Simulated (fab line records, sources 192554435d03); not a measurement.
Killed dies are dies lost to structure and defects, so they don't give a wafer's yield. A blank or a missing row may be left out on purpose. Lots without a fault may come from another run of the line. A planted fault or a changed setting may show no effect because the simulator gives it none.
fab line records | flow n5_finfet | part 2 of 2: steps 24 to 38 of 38
record lots=5 wafers=15 last_day=17
route steps=1938 shown WELL_APT@53 PMOS_HMC_CHANNEL_EPI@57 FIN_SAQP@90
lots that met no fault: from a run of the same line without faults
start_h: hours from the record's first day to the start of the lot's first wafer shown | wait_h: hours since the lot's step before | " the same as in the row above | L1.1+2: a row that stands for several wafers | - no value, or no start given | * or withheld: withheld | < > ~ a bound
route shown NAME@n: a module of which the file shows steps, and the number in the route of the first | usual: mean/standard deviation of fault-free wafers | same: alike in all rows | chamber/n: place in a boat | sites: the reading at each site | _std_site: their standard deviation | _edge_site: outer sites' mean less inner sites' | radius_mm: how far each site lies from the wafer's centre | mask NAME#n: copy n | behind: the tool/chamber that last shaped the wafer | hold: why the lot was held/for how many hours/how that ended | device: the transistor (n, p or np) that didn't switch | end of line: the same wafers' tests at the end of the route | a step without rows: its recipe alone | killed: dies lost to structure and defects at the first sort, not the wafer's yield | map: a wafer's dies, x killed, . not, _ none there
set.NAME: the setting as run; set.NAME@STEP: as run at that earlier step | model.NAME: the simulator's own value behind a step, which no gauge read
lots at some steps of the route; a table a step, a row a wafer
services: from which hour (start_h, from the record's first day; less than 0 if before it) a tool's chamber was out of use, for how many hours, and why
## steps
# step N5_PMOS_HMC_CHANNEL_EPI_PRECLEAN_18
# recipe chemistry=DHF time_s=30 temp_c=25 dilution=withheld
# columns lot.wafer tool chamber start_h wait_h
L078.1+3+5 wet_bench-02 0,1,3 42.26 0.0
L083.2+3+6 wet_bench-05 5,1,6 72.14 0.0
L084.1+2+4 wet_bench-05 4,0,5 77.81 0.0
L086.2+4+6 wet_bench-02 5,2,4 89.80 0.0
L094.2+3+5 wet_bench-05 6,3,7 138.26 0.0
# step N5_PMOS_HMC_CHANNEL_EPI_SRD_19
# recipe dry=ipa_marangoni do_ppb=5 time_s=30 temp_c=23 rinse_liquid=diw
# columns lot.wafer tool chamber start_h wait_h
L078.1+3+5 wet_bench-02 0,1,3 42.27 0.0
L083.2+3+6 wet_bench-05 5,1,6 72.15 0.0
L084.1+2+4 wet_bench-05 4,0,5 77.82 0.0
L086.2+4+6 wet_bench-02 5,2,4 89.81 0.0
L094.2+3+5 wet_bench-05 6,3,7 138.27 0.0
# step N5_PMOS_HMC_CHANNEL_EPI_EPI_20
# recipe material=SiGe30 mask_material=SiO2 pressure_torr=20 target_thk_a=590 temp_c=600
# columns lot.wafer tool chamber start_h wait_h
L078.1+3+5 epi_rpcvd-04 0 42.33 0.0
L083.2+3+6 epi_rpcvd-04 0 72.40 0.2
L084.1+2+4 epi_rpcvd-02 0 77.87 0.0
L086.2+4+6 epi_rpcvd-01 0 90.12 0.3
L094.2+3+5 epi_rpcvd-01 0 138.59 0.3
# step N5_PMOS_HMC_CHANNEL_EPI_HM_STRIP_35
# recipe chemistry=dHF temp_c=25 material=SiO2 target=SiO2 target_depth_a=396 time_s=216
# columns lot.wafer tool chamber start_h wait_h
L078.1+3+5 wet_bench-06 1,6,7 43.56 1.0
L083.2+3+6 wet_bench-05 6,0,5 73.43 0.8
L084.1+2+4 wet_bench-02 1,2,0 79.10 1.0
L086.2+4+6 wet_bench-05 1,5,2 91.49 1.1
L094.2+3+5 wet_bench-06 4,7,3 139.95 1.1
# step N5_PMOS_HMC_CHANNEL_EPI_SRD_39
# recipe dry=ipa_marangoni time_s=30 temp_c=23 rinse_liquid=diw
# columns lot.wafer tool chamber start_h wait_h
L078.1+3+5 wet_bench-06 1,6,7 43.63 0.0
L083.2+3+6 wet_bench-05 6,0,5 73.50 0.0
L084.1+2+4 wet_bench-02 1,2,0 79.16 0.0
L086.2+4+6 wet_bench-05 1,5,2 91.55 0.0
L094.2+3+5 wet_bench-06 4,7,3 140.02 0.0
# step N5_PMOS_HMC_CHANNEL_EPI_CMP_21
# recipe material=SiGe30 post_cmp_clean=alkaline_brush target_thk_nm=54
# usual motor_current_A=10.9/1.3 pad_life_wafers=828/460 slurry_flow_ml_min=150.0/0.51
# columns lot.wafer tool chamber start_h wait_h motor_current_A pad_life_wafers slurry_flow_ml_min
L078.3 cmp-02 0 43.67 0.0 11.7 348 149.5
L078.1 " 2 " " 9.1 350 149.7
L078.5 " 1 " " 11.4 - 150.3
L083.3 cmp-03 2 73.58 0.1 10.5 1081 150.3
L083.2 " 0 " " 10.1 1083 150.1
L083.6 " 1 " " 10.5 - 151.4
L084.2 cmp-04 2 79.24 0.1 10.8 157 150.2
L084.4 " 3 " " 11.4 158 149.9
L084.1 " 0 " " 8.8 159 149.3
L086.4 cmp-04 1 91.59 0.0 12.9 264 150.2
L086.2 " 3 " " 11.0 266 148.8
L086.6 " 2 " " 10.9 - 150.4
L094.2 cmp-02 3 140.09 0.1 9.7 1105 149.4
L094.3 " 1 " " 11.5 1107 149.9
L094.5 " 2 " " 9.3 - 150.2
# step N5_PMOS_HMC_CHANNEL_EPI_THK_MEAS_22
# recipe reads=SiGe30_of_PMOS_HMC_CHANNEL_EPI_EPI_20
# usual HMC_CMP_THK=53.7/0.8
# columns lot.wafer tool chamber start_h wait_h HMC_CMP_THK[nm]
L078.1 film_metro-01 - 43.97 - 53.1
L078.3 " - " " 54.8
L078.5 " - " " 52.9
L083.2 film_metro-01 - 73.83 - 54.0
L083.3 " - " " 55.9
L083.6 " - " " 55.4
L084.1 film_metro-01 - 79.50 - 53.0
L084.2 " - " " 52.7
L084.4 " - " " 52.8
L086.2 film_metro-02 - 91.89 - 53.7
L086.4 " - " " 53.5
L086.6 " - " " 53.8
L094.2 film_metro-02 - 140.35 - 52.1
L094.3 " - " " 53.8
L094.5 " - " " 54.1
# step N5_PMOS_HMC_CHANNEL_EPI_PRECLEAN_40
# recipe chemistry=DHF time_s=30 temp_c=25 dilution=withheld
# columns lot.wafer tool chamber start_h wait_h
L078.1+3+5 wet_bench-05 2,7,4 44.00 0.0
L083.2+3+6 wet_bench-02 1,6,5 73.86 0.0
L084.1+2+4 wet_bench-06 1,0,3 79.52 0.0
L086.2+4+6 wet_bench-02 6,3,4 91.91 0.0
L094.2+3+5 wet_bench-05 0,4,3 140.38 0.0
# step N5_PMOS_HMC_CHANNEL_EPI_PRECLEAN_37
# recipe chemistry=O3/DIW time_s=45 temp_c=22 o3_ppm=10
# columns lot.wafer tool chamber start_h wait_h
L078.1+3+5 wet_bench-05 2,7,4 44.01 0.0
L083.2+3+6 wet_bench-02 1,6,5 73.87 0.0
L084.1+2+4 wet_bench-06 1,0,3 79.54 0.0
L086.2+4+6 wet_bench-02 6,3,4 91.92 0.0
L094.2+3+5 wet_bench-05 0,4,3 140.39 0.0
# step N5_PMOS_HMC_CHANNEL_EPI_PRECLEAN_24
# recipe chemistry=DHF time_s=30 temp_c=25 dilution=withheld
# columns lot.wafer tool chamber start_h wait_h
L078.1+3+5 wet_bench-05 2,7,4 44.02 0.0
L083.2+3+6 wet_bench-02 1,6,5 73.88 0.0
L084.1+2+4 wet_bench-06 1,0,3 79.55 0.0
L086.2+4+6 wet_bench-02 6,3,4 91.94 0.0
L094.2+3+5 wet_bench-05 0,4,3 140.40 0.0
# step N5_PMOS_HMC_CHANNEL_EPI_SRD_25
# recipe dry=ipa_marangoni do_ppb=5 time_s=30 temp_c=23 rinse_liquid=diw
# columns lot.wafer tool chamber start_h wait_h
L078.1+3+5 wet_bench-05 2,7,4 44.03 0.0
L083.2+3+6 wet_bench-02 1,6,5 73.89 0.0
L084.1+2+4 wet_bench-06 1,0,3 79.56 0.0
L086.2+4+6 wet_bench-02 6,3,4 91.95 0.0
L094.2+3+5 wet_bench-05 0,4,3 140.41 0.0
# step N5_PMOS_HMC_CHANNEL_EPI_EPI_26
# recipe material=Si target_thk_a=38 temp_c=650 precursor=SiH4/H2 pressure_torr=20 time_s=22.7
# usual throttle_valve_pct=10.87/0.21
# columns lot.wafer tool chamber start_h wait_h throttle_valve_pct
L078.1 epi_rpcvd-01 0 44.08 0.0 11.22
L078.3 " 0 " " 11.12
L078.5 " 0 " " 11.27
L083.2 epi_rpcvd-02 0 73.99 0.1 10.69
L083.3 " 0 " " 10.84
L083.6 " 0 " " 10.82
L084.1 epi_rpcvd-02 0 79.61 0.0 10.70
L084.2 " 0 " " 10.47
L084.4 " 0 " " 10.55
L086.2 epi_rpcvd-04 0 92.04 0.1 10.69
L086.4 " 0 " " 11.11
L086.6 " 0 " " 11.04
L094.2 epi_rpcvd-02 0 140.53 0.1 10.99
L094.3 " 0 " " 10.40
L094.5 " 0 " " 10.44
# step N5_PMOS_HMC_CHANNEL_EPI_INSPECT_30
# recipe inspect_instrument=darkfield mode=post_epi
# usual raw_defect_count=20/6.5
# columns lot.wafer tool chamber start_h wait_h raw_defect_count
L078.1 defect_inspect-01 - 44.45 0.0 15
L078.3 " - " " 13
L078.5 " - " " 8
L083.2 defect_inspect-02 - 74.31 0.0 21
L083.3 " - " " 24
L083.6 " - " " 28
L084.1 defect_inspect-02 - 79.98 0.0 20
L084.2 " - " " 21
L084.4 " - " " 18
L086.2 defect_inspect-01 - 92.37 0.0 18
L086.4 " - " " 17
L086.6 " - " " 18
L094.2 defect_inspect-02 - 140.93 0.0 13
L094.3 " - " " 21
L094.5 " - " " 22
# step N5_FIN_SAQP_PRECLEAN_42
# recipe chemistry=O3/DIW time_s=60 temp_c=22 o3_ppm=10
# columns lot.wafer tool chamber start_h wait_h
L078.1+3+5 wet_bench-03 7,4,6 44.48 0.0
L083.2+3+6 wet_bench-01 3,7,2 74.34 0.0
L084.1+2+4 wet_bench-04 0,3,5 80.00 0.0
L086.2+4+6 wet_bench-03 1,4,2 92.39 0.0
L094.2+3+5 wet_bench-04 7,0,6 140.96 0.0
# step N5_FIN_SAQP_PRECLEAN_00
# recipe chemistry=SC1 time_s=60 temp_c=55 mix=1:2:50
# columns lot.wafer tool chamber start_h wait_h
L078.1+3+5 wet_bench-03 7,4,6 44.50 0.0
L083.2+3+6 wet_bench-01 3,7,2 74.36 0.0
L084.1+2+4 wet_bench-04 0,3,5 80.02 0.0
L086.2+4+6 wet_bench-03 1,4,2 92.41 0.0
L094.2+3+5 wet_bench-04 7,0,6 140.98 0.0
## services
# columns tool chamber start_h hours kind
arfi_scanner-01 - 19.87 0.5 repair
rie_diel-01 0 19.89 2.4 repair
rie_si-02 2 21.87 8.0 repair
cmp-02 - 23.10 0.7 repair
arfi_scanner-01 - 28.47 4.9 pm
rie_si-06 - 31.67 14.6 pm
cmp-02 - 34.89 0.7 repair
cmp-02 - 35.59 1.0 repair
rie_si-05 - 39.26 0.9 repair
cmp-04 - 43.39 4.9 pm
cmp-04 - 50.90 4.0 pm
arfi_scanner-01 - 51.29 4.8 pm
arfi_scanner-01 - 56.09 1.3 pm
rie_diel-03 0 65.90 7.4 repair
rie_diel-03 0 79.78 8.1 repair
arfi_scanner-01 - 84.51 1.0 pm
wet_bench-05 - 90.38 0.8 repair
wet_bench-02 - 100.45 1.9 pm
wet_bench-02 - 124.19 90.6 repair
pecvd-03 1 125.33 9.7 repair
wet_bench-06 - 129.39 6.4 repair
rie_diel-01 1 136.98 6.2 repair
arfi_scanner-01 - 137.81 2.7 repair
rie_si-06 2 138.78 8.2 repair
